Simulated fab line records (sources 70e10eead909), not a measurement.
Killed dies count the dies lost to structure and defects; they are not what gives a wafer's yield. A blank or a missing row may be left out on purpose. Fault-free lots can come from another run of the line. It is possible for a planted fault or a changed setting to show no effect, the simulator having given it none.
Chamber matching / flow nand harc / cmp-04 running NHARC_P_M0_CMP_23: 4 sister chambers
The step polishes, t overpolish 20 s, target thk 117.54 nm. 16 wafers are shown with their chamber, then 8 later ones without.

## WAFERS PAIRED WITH THEIR CHAMBERS
wafer=L074.1; chamber=0; motor current A (A)=12.7; time to endpoint s (s)=30.9
wafer=L074.4; chamber=3; motor current A (A)=11.9; time to endpoint s (s)=34.1
wafer=L074.6; chamber=3; motor current A (A)=11.8; time to endpoint s (s)=32.3
wafer=L076.1; chamber=3; motor current A (A)=11.9; time to endpoint s (s)=30.5
wafer=L076.2; chamber=0; motor current A (A)=12.0; time to endpoint s (s)=29.5
wafer=L076.3; chamber=1; motor current A (A)=12.6; time to endpoint s (s)=29.7
wafer=L081.2; chamber=2; motor current A (A)=12.5; time to endpoint s (s)=29.6
wafer=L081.3; chamber=0; motor current A (A)=12.2; time to endpoint s (s)=32.9
wafer=L081.6; chamber=1; motor current A (A)=12.9; time to endpoint s (s)=32.7
wafer=L083.1; chamber=3; motor current A (A)=11.9; time to endpoint s (s)=31.9
wafer=L083.2; chamber=2; motor current A (A)=11.9; time to endpoint s (s)=30.2
wafer=L083.6; chamber=3; motor current A (A)=12.1; time to endpoint s (s)=34.9
wafer=L084.3; chamber=1; motor current A (A)=12.2; time to endpoint s (s)=29.3
wafer=L084.4; chamber=2; motor current A (A)=12.7; time to endpoint s (s)=27.1
wafer=L084.5; chamber=0; motor current A (A)=12.0; time to endpoint s (s)=26.7
wafer=L086.3; chamber=2; motor current A (A)=12.3; time to endpoint s (s)=25.8

SIGNATURES, as means of the wafers listed above
reading=motor current A; chamber 0=12.225; chamber 1=12.567; chamber 2=12.350; chamber 3=11.920; scatter within a chamber=0.285
reading=time to endpoint s; chamber 0=30.000; chamber 1=30.567; chamber 2=28.175; chamber 3=32.740; scatter within a chamber=2.09
Rule: for each reading, subtract the chamber's mean from the wafer's reading, divide by that reading's scatter and square the result; add these up over the readings and take the root, which gives the wafer's distance from the chamber. The wafer belongs to the nearest chamber; if the next one is less than 2 further off, it can't be placed. The scatter: take each reading less its chamber's mean, square it, sum over the shown wafers, divide by the number of wafers less the number of chambers, and take the root.

## WAFERS WITH NO CHAMBER GIVEN
wafer=L086.4; motor current A (A)=13.2; time to endpoint s (s)=27.2
wafer=L086.6; motor current A (A)=12.5; time to endpoint s (s)=28.6
wafer=L089.1; motor current A (A)=12.5; time to endpoint s (s)=29.3
wafer=L089.3; motor current A (A)=12.0; time to endpoint s (s)=28.4
wafer=L089.4; motor current A (A)=12.4; time to endpoint s (s)=26.3
wafer=L095.1; motor current A (A)=12.1; time to endpoint s (s)=26.5
wafer=L095.4; motor current A (A)=11.6; time to endpoint s (s)=34.1
wafer=L095.5; motor current A (A)=12.8; time to endpoint s (s)=29.0

## WHICH CHAMBER EACH WENT THROUGH
wafer=L086.4; from the rows above=can't be placed: 1 or 2 or 0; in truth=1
wafer=L086.6; from the rows above=can't be placed: 2 or 1 or 0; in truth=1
wafer=L089.1; from the rows above=can't be placed: 1 or 2 or 0 or 3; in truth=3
wafer=L089.3; from the rows above=can't be placed: 0 or 2 or 3 or 1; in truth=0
wafer=L089.4; from the rows above=can't be placed: 2 or 0 or 1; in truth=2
wafer=L095.1; from the rows above=can't be placed: 2 or 0 or 1 or 3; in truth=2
wafer=L095.4; from the rows above=can't be placed: 3 or 0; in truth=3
wafer=L095.5; from the rows above=can't be placed: 1 or 2 or 0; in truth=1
Placed correctly: 0 of 8. Can't be placed from these rows: 8 (the true chamber is among the candidates in 8). Wrongly placed: 0.
